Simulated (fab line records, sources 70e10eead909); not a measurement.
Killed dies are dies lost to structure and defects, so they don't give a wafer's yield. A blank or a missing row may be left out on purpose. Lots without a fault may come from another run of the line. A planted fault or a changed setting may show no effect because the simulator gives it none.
fab line records | flow nand_harc
record lots=6 wafers=18 last_day=33
route steps=1302 shown P_STI@99 P_GATE@110 END@1302
lots that met no fault: from a run of the same line without faults
start_h: hours from the record's first day to the start of the lot's first wafer shown | wait_h: hours since the lot's step before | " the same as in the row above | L1.1+2: a row that stands for several wafers | - no value, or no start given | * or withheld: withheld | < > ~ a bound
route shown NAME@n: a module of which the file shows steps, and the number in the route of the first | usual: mean/standard deviation of fault-free wafers | same: alike in all rows | chamber/n: place in a boat | sites: the reading at each site | _std_site: their standard deviation | _edge_site: outer sites' mean less inner sites' | radius_mm: how far each site lies from the wafer's centre | mask NAME#n: copy n | behind: the tool/chamber that last shaped the wafer | hold: why the lot was held/for how many hours/how that ended | device: the transistor (n, p or np) that didn't switch | end of line: the same wafers' tests at the end of the route | a step without rows: its recipe alone | killed: dies lost to structure and defects at the first sort, not the wafer's yield | map: a wafer's dies, x killed, . not, _ none there
set.NAME: the setting as run; set.NAME@STEP: as run at that earlier step | model.NAME: the simulator's own value behind a step, which no gauge read
lots at some steps of the route; a table a step, a row a wafer
services: from which hour (start_h, from the record's first day; less than 0 if before it) a tool's chamber was out of use, for how many hours, and why
## steps
# step NHARC_P_STI_ANNEAL_34
# recipe temp_c=1000 time_s=1800
# step NHARC_P_STI_CMP_21
# recipe t_overpolish_s=20 target_thk_nm=380.67
# usual motor_current_A=12.5/1.1 overpolish_run_s=20.001/0.009
# same t_overpolish_s=20
# columns lot.wafer tool chamber start_h wait_h motor_current_A overpolish_run_s
L549.2 cmp-02 0 83.79 0.4 14.3 19.998
L549.1 " 2 " " 13.8 19.996
L549.5 " 1 " " 12.8 20.003
L550.1 cmp-03 2 90.88 0.4 11.3 20.006
L550.3 " 0 " " 11.6 20.000
L550.2 " 1 " " 10.6 20.007
L558.2 cmp-03 3 174.26 0.4 11.9 20.002
L558.1 " 1 " " 11.0 20.003
L558.4 " 2 " " 11.9 20.015
L561.4 cmp-02 3 208.62 0.4 11.2 20.009
L561.2 " 1 " " 12.3 20.002
L561.5 " 0 " " 13.8 20.018
L565.3 cmp-02 1 241.92 0.4 12.9 19.990
L565.4 " 2 " " 13.9 20.007
L565.6 " 2 " " 13.4 19.999
L569.4 cmp-03 1 284.89 0.4 11.1 20.000
L569.3 " 2 " " 11.8 19.995
L569.6 " 1 " " 11.0 20.009
# step NHARC_P_STI_SRD_35
# step NHARC_P_STI_ETCH_36
# recipe target_depth_a=388 chemistry=dHF material=SiO2
# step NHARC_P_STI_STRIP_24
# recipe temp_c=160 chemistry=H3PO4 material=Si3N4
# step NHARC_P_STI_ETCH_37
# recipe target_depth_a=110 chemistry=dHF material=SiO2
# step NHARC_P_STI_PRECLEAN_38
# recipe time_s=* temp_c=50 bath_age_min=0 chemistry=SC1
# step NHARC_P_STI_SRD_39
# step NHARC_P_STI_OXIDE_40
# recipe target_thk_a=100 temp_c=900 ox_time_s=1362 material=SiO2
# step NHARC_P_STI_INSPECT_25
# usual raw_defect_count=205/79
# columns lot.wafer tool chamber start_h wait_h raw_defect_count
L549.1 defect_inspect-02 - 92.20 0.4 205
L549.2 " - " " 267
L549.5 " - " " 238
L550.1 defect_inspect-02 - 99.50 0.4 139
L550.2 " - " " 191
L550.3 " - " " 124
L558.1 defect_inspect-01 - 182.50 0.4 202
L558.2 " - " " 158
L558.4 " - " " 165
L561.2 defect_inspect-01 - 218.94 0.4 243
L561.4 " - " " 109
L561.5 " - " " 142
L565.3 defect_inspect-01 - 250.36 0.4 139
L565.4 " - " " 147
L565.6 " - " " 113
L569.3 defect_inspect-01 - 293.33 0.4 143
L569.4 " - " " 198
L569.6 " - " " 178
# step NHARC_P_GATE_ETCH_69
# recipe target_depth_a=140 chemistry=dHF material=SiO2
# step NHARC_P_GATE_PRECLEAN_70
# recipe time_s=* temp_c=50 bath_age_min=0 chemistry=SC1
# usual bath_heat_duty_pct=7.1/1 run_length_s=*
# columns lot.wafer tool chamber start_h wait_h bath_heat_duty_pct run_length_s
L549.2 wet_bench-01 5 92.36 0.1 8.8 *
L549.5 " 7 " " 8.9 *
L549.1 " 0 " " 7.4 *
L550.1 wet_bench-07 2 99.66 0.1 6.6 *
L550.2 " 3 " " 7.8 *
L550.3 " 4 " " 5.8 *
L558.2 wet_bench-07 3 182.65 0.1 6.7 *
L558.4 " 4 " " 5.3 *
L558.1 " 5 " " 6.6 *
L561.4 wet_bench-07 0 219.09 0.1 8.3 *
L561.5 " 1 " " 6.5 *
L561.2 " 4 " " 5.9 *
L565.4 wet_bench-05 6 250.50 0.1 7.6 *
L565.6 " 0 " " 6.8 *
L565.3 " 3 " " 7.0 *
L569.6 wet_bench-05 4 293.47 0.1 8.2 *
L569.4 " 0 " " 7.2 *
L569.3 " 1 " " 7.7 *
# step NHARC_P_GATE_SRD_01
# step NHARC_END_SORT_01
# recipe temp_c=25
# usual killed_at_array=54/21 killed_at_other=0.9/1.1 killed_at_periphery=3.5/2.5 killed_dies=58/21 killed_open=3.3/1.9 killed_short=2.6/1.8
# same gross_dies=677
# columns lot.wafer tool chamber start_h wait_h killed_at_array killed_at_other killed_at_periphery killed_dies killed_open killed_short
L561.2 prober-02 0 706.27 2.8 45 3 2 50 3 0
L561.4 prober-02 0 707.85 3.4 43 0 1 44 5 2
L561.5 prober-02 0 708.65 3.7 44 0 4 48 5 3
# killed by level:class
L561.2 A_CHANNEL_HOLE_D1:chamber_film_flake=33 A_CONTACT:chamber_film_flake=4 THIN_TSV:chamber_film_flake=3 A_WL_FILL:geometric_particle:open=2 A_DECK1_JOINT:chamber_film_flake=2 A_STAIRCASE:chamber_film_flake=2 A_M0:geometric_particle:open=1 P_STI:chamber_film_flake=1
L561.4 A_CHANNEL_HOLE_D1:chamber_film_flake=28 A_SLIT:chamber_film_flake=4 A_ONON_D2:geometric_particle:open=2 A_CHANNEL_FILL_D2:chamber_film_flake=2 P_M0:geometric_particle:open=1 A_CONTACT:geometric_particle:open=1 A_M0:geometric_particle:open=1 A_M0:geometric_particle:short=1
L561.5 A_CHANNEL_HOLE_D1:chamber_film_flake=29 A_SLIT:chamber_film_flake=3 A_DECK1_JOINT:chamber_film_flake=2 A_CONTACT:chamber_film_flake=2 P_STI:geometric_particle:open=1 P_GATE:geometric_particle:open=1 A_CHANNEL_HOLE_D1:geometric_particle:short=1 A_CHANNEL_FILL_D1:geometric_particle:open=1
## services
# columns tool chamber start_h hours kind
wet_bench-07 - 60.77 4.0 repair
cmp-03 - 64.20 4.0 pm
cmp-03 - 68.20 - consumable_replace:conditioner
cmp-03 - 68.20 - consumable_replace:pad
cmp-03 - 83.70 2.6 repair
wet_bench-05 - 84.80 8.0 pm
wet_bench-01 - 101.67 8.0 pm
cmp-02 - 115.85 4.0 repair
cmp-03 - 118.93 0.2 repair
cmp-03 - 121.05 2.0 repair
cmp-02 - 134.50 4.0 pm
cmp-02 - 138.50 - consumable_replace:conditioner
cmp-02 - 138.50 - consumable_replace:pad
cmp-02 - 159.82 5.0 repair
wet_bench-07 - 160.00 8.0 pm
cmp-03 - 162.20 4.0 pm
cmp-03 - 166.20 - consumable_replace:conditioner
cmp-03 - 171.78 0.4 repair
cmp-02 - 232.50 4.0 pm
cmp-02 - 239.14 0.3 repair
cmp-03 - 260.20 4.0 pm
wet_bench-05 - 260.80 8.0 pm
wet_bench-01 - 277.67 8.0 pm
cmp-03 - 286.58 0.6 repair
## key
first_sign step=NHARC_P_GATE_PRECLEAN_70 reading=run_length_s direction=down sigmas=24 usual=* struck=*
effect none on later readings
met_at NHARC_P_GATE_PRECLEAN_70
struck_wafers L558.1,L558.2,L558.4,L561.2,L561.4,L561.5
tester_left_out L558,L561
onset_between 99.66 182.65
fault kind=process_parameter_drift tool=wet_bench-07 chamber=- onset_h=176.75 steps=NHARC_P_GATE_PRECLEAN_70 channel=time_s offset=* shape=step end_h=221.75 acts_in=* stated=*
# tester_left_out: of these lots the tester's yield and bins aren't shown, on N5 and GAA mostly nor the transistor test; their killed dies are dies lost to structure and defects alone, not to doping, threshold or leakage, so they don't give the yield
